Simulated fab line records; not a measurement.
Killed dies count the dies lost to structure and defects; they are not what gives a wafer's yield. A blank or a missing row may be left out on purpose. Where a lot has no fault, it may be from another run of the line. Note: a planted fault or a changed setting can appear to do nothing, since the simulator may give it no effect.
Split-lot experiment | flow n5Finfet | route with 1938 steps; 7 lots, 21 wafers read

## THE SPLIT ITSELF
At N5_BEOL_M8_ILD_DEP_00 (deposits SiCOH lowk from DEMS/porogen, target thk 179.75 nm, time 33.4 s), the setting tempC was moved away from the recipe's 300 C on 9 of the 21 wafers read, by -1.9% to +2.0%. For the rest of the wafers, this setting stayed at what the recipe calls for.

## FROM SPLIT TO READING: 1 step shown by the file between the two
- N5_BEOL_M8_CURE_74: cures SiCOH lowk, time 240 s

## THE READING
M8_ILD_THK, in nm, at N5_BEOL_M8_THK_MEAS_01. A value of 154.7 nm with a standard deviation of 1.9 nm is what fault-free wafers of this fab line usually give.

wafer  | tool, chamber at the split | tempC as run, C | against the recipe | M8_ILD_THK, nm | against lot-mates on the recipe
L075.1 | pecvd-03, 1                | 300             | recipe             | 155.2          | -
L075.3 | pecvd-03, 0                | 300             | recipe             | 155.8          | -
L075.4 | pecvd-03, 2                | 302.1           | +0.7%              | 154.5          | -1.0
L083.1 | pecvd-02, 2                | 302.2           | +0.7%              | 151.9          | -1.7
L083.3 | pecvd-02, 1                | 300             | recipe             | 153.6          | -
L083.4 | pecvd-02, 1                | 302.2           | +0.7%              | 153.9          | +0.3
L085.1 | pecvd-03, 0                | 305.9           | +2.0%              | 149.6          | -4.5
L085.3 | pecvd-03, 1                | 300             | recipe             | 152.6          | -
L085.4 | pecvd-03, 1                | 300             | recipe             | 155.5          | -
L088.1 | pecvd-01, 1                | 304             | +1.3%              | 149.5          | -3.4
L088.3 | pecvd-01, 2                | 300             | recipe             | 152.9          | -
L088.6 | pecvd-01, 1                | 304             | +1.3%              | 150.9          | -2.0
L091.1 | pecvd-03, 2                | 294.2           | -1.9%              | 162.8          | +6.9
L091.4 | pecvd-03, 2                | 300             | recipe             | 156.8          | -
L091.5 | pecvd-03, 1                | 300             | recipe             | 155.0          | -
L095.3 | pecvd-03, 1,0              | 305.9           | +2.0%              | 150.6          | -6.3
L095.4 | pecvd-03, 1                | 300             | recipe             | 156.9          | -
L095.6 | pecvd-03, 1,0              | 305.9           | +2.0%              | 150.6          | -6.3
L096.1 | pecvd-02, 0                | 300             | recipe             | 154.5          | -
L096.5 | pecvd-02, 1                | 300             | recipe             | 156.5          | -
L096.6 | pecvd-02, 2                | 300             | recipe             | 155.5          | -
Rows listing several chambers each stand for several wafers; the file does not say which wafer went through which chamber.

FIT RESULTS
A straight line over all 21 wafers: M8_ILD_THK changes by -3.03 nm for each +1% of tempC; r = -0.90; the points scatter about the line by 1.4 nm.
The same after taking each lot's own level away (the mean of its wafers on the recipe; 21 wafers): -2.88 nm for each +1%; r = -0.93; scatter 1 nm.
The reading moves by 5.7 nm for the largest change in tempC, on that fit.
The lots' own levels span 152.90 to 156.90 nm, that is 2.1 times the standard deviation above.
Hence the lot-to-lot level has little effect on the slope; both slopes agree.
Check: for one of the wafers moved furthest among these (+2.0%), held out of the fit, the line's prediction against its lot-mates is -5.51 nm. It came out at -4.45 nm against them.

## THE WHOLE CHAIN: every reading that the file lists as answering this split, in the file's order
step                   | what it does                                                             | reading                                                                                 | change (the file's fit)              | r (the file's)
N5_BEOL_M8_ILD_DEP_00  | deposits SiCOH lowk from DEMS/porogen, target thk 179.75 nm, time 33.4 s | SiCOH_lowk_of_BEOL_M8_ILD_DEP_00.thkNm (the simulator's own value, which no gauge read) | -3.16 nm for each +1% of the setting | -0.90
N5_BEOL_M8_CURE_74     | cures SiCOH lowk, time 240 s                                             | SiCOH_lowk_of_BEOL_M8_ILD_DEP_00.thkNm (the simulator's own value, which no gauge read) | -2.76 nm for each +1% of the setting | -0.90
N5_BEOL_M8_THK_MEAS_01 |                                                                          | M8_ILD_THK                                                                              | -2.74 for each +1% of the setting    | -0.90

## THE FILE'S OWN FIT
M8_ILD_THK changes by -2.74 nm for each +1% of tempC, r = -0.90.
